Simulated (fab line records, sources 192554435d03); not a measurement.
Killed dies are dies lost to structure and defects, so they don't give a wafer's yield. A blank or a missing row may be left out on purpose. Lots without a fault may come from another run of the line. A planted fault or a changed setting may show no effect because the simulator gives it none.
Chamber matching | flow n5_finfet | N5_HKMG_FIN_ALD_21 on ald_metal-02: 4 sister chambers
The step deposits TiN, target thk 1.5 nm, pulse time 1 s, purge time 3 s. 4 wafers are shown with their chamber, then 8 later ones without.

WAFERS WITH THEIR CHAMBER
wafer  | chamber | heater_power_w (W)
L088.4 | 3       | 883
L090.4 | 2       | 974
L090.6 | 0       | 823
L091.2 | 1       | 886

WAFERS WITHOUT THEIR CHAMBER
wafer  | heater_power_w (W)
L091.4 | 972
L091.6 | 919
L093.1 | 935
L093.2 | 969
L093.5 | 839
L096.1 | 847
L096.4 | 912
L096.6 | 834

WHICH CHAMBER EACH WENT THROUGH
wafer  | from the rows above          | in truth
L091.4 | 2                            | 2
L091.6 | can't be placed: 1 or 3 or 2 | 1
L093.1 | can't be placed: 2 or 1 or 3 | 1
L093.2 | 2                            | 2
L093.5 | can't be placed: 0 or 3 or 1 | 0
L096.1 | can't be placed: 0 or 3 or 1 | 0
L096.4 | can't be placed: 1 or 3 or 2 | 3
L096.6 | can't be placed: 0 or 3 or 1 | 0
Placed correctly: 2 of 8. Can't be placed from these rows: 6 (the true chamber is among the candidates in 6). Placed wrongly: 0.
How it was worked out, from the rows above alone: a wafer's distance from a chamber is the root of the sum, over the readings, of the square of ((its reading less the chamber's mean) divided by the reading's scatter). The wafer belongs to the nearest chamber; if the next one is less than 2 further off, it can't be placed. A chamber's mean is the mean of its shown wafers. The scatter: with one shown wafer a chamber, the root of the mean of the squares of how far each hidden wafer lies from its nearest shown one.
